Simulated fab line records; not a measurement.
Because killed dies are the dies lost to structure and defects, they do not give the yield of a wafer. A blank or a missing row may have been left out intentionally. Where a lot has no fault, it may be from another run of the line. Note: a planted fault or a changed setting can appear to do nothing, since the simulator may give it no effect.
Matching of chambers + flow n5Finfet + 4 sister chambers for N5_SD_EPI_P_DESCUM_14 on rieDiel-03
The step chemistry O2, time 7.9 s. 18 wafers are shown with their chamber, then 9 later ones without.

## WAFERS PAIRED WITH THEIR CHAMBERS
| wafer  | chamber | showerheadPlenumPTorr (Torr) | drypumpMotorCurrentA (A) | throttleValvePct (%) |
|--------|---------|------------------------------|--------------------------|----------------------|
| L074.2 | 1       | 1.97                         | 5.9                      | 20.77                |
| L074.3 | 0       | 2.11                         | 5.4                      | 20.55                |
| L074.6 | 2       | 2.11                         | 5.3                      | 20.72                |
| L076.1 | 1       | 1.97                         | 5.9                      | 20.77                |
| L076.4 | 3       | 2.11                         | 5.5                      | 20.89                |
| L076.5 | 1       | 1.97                         | 5.9                      | 20.76                |
| L077.3 | 0       | 2.11                         | 5.4                      | 20.55                |
| L077.5 | 1       | 1.97                         | 6.0                      | 20.77                |
| L077.6 | 0       | 2.11                         | 5.4                      | 20.56                |
| L078.1 | 3       | 2.11                         | 5.5                      | 20.90                |
| L078.2 | 2       | 2.11                         | 5.3                      | 20.70                |
| L078.3 | 0       | 2.11                         | 5.4                      | 20.56                |
| L079.2 | 0       | 2.11                         | 5.5                      | 20.56                |
| L079.4 | 2       | 2.11                         | 5.3                      | 20.74                |
| L079.6 | 3       | 2.11                         | 5.5                      | 20.88                |
| L086.2 | 2       | 2.10                         | 5.3                      | 20.74                |
| L086.3 | 1       | 1.97                         | 5.9                      | 20.79                |
| L086.4 | 3       | 2.10                         | 5.5                      | 20.91                |

SIGNATURES (averages over the wafers above)
| reading               | chamber 0 | chamber 1 | chamber 2 | chamber 3 | scatter within a chamber |
|-----------------------|-----------|-----------|-----------|-----------|--------------------------|
| showerheadPlenumPTorr | 2.1100    | 1.9700    | 2.1075    | 2.1075    | 0.00327                  |
| drypumpMotorCurrentA  | 5.420     | 5.920     | 5.300     | 5.500     | 0.0338                   |
| throttleValvePct      | 20.5560   | 20.7720   | 20.7250   | 20.8950   | 0.0125                   |
Rule: a wafer lies at a distance from a chamber equal to the root of the sum of squares, over the readings, of (its reading less the chamber's mean, divided by the reading's scatter). The wafer belongs to the nearest chamber; if the next one is less than 2 further off, it can't be placed. The scatter: the root of (the sum of the squares of (reading less its chamber's mean) over the shown wafers, divided by (wafers less chambers)).

## WAFERS WHOSE CHAMBER IS MISSING
| wafer  | showerheadPlenumPTorr (Torr) | drypumpMotorCurrentA (A) | throttleValvePct (%) |
|--------|------------------------------|--------------------------|----------------------|
| L087.1 | 2.10                         | 5.5                      | 20.92                |
| L087.2 | 1.97                         | 5.9                      | 20.80                |
| L087.6 | 1.97                         | 5.9                      | 20.81                |
| L091.3 | 1.96                         | 5.9                      | 20.82                |
| L091.4 | 2.10                         | 5.4                      | 20.59                |
| L091.6 | 2.10                         | 5.5                      | 20.93                |
| L093.1 | 2.10                         | 5.4                      | 20.61                |
| L093.2 | 2.10                         | 5.3                      | 20.77                |
| L093.4 | 2.10                         | 5.4                      | 20.60                |

## THE CHAMBER EACH PASSED THROUGH
| wafer  | from the rows above | in truth |
|--------|---------------------|----------|
| L087.1 | 3                   | 3        |
| L087.2 | 1                   | 1        |
| L087.6 | 1                   | 1        |
| L091.3 | 1                   | 1        |
| L091.4 | 0                   | 0        |
| L091.6 | 3                   | 3        |
| L093.1 | 0                   | 0        |
| L093.2 | 2                   | 2        |
| L093.4 | 0                   | 0        |
Correct placement for 9 of the 9. Not placeable from these rows: 0. Number placed wrongly: 0.
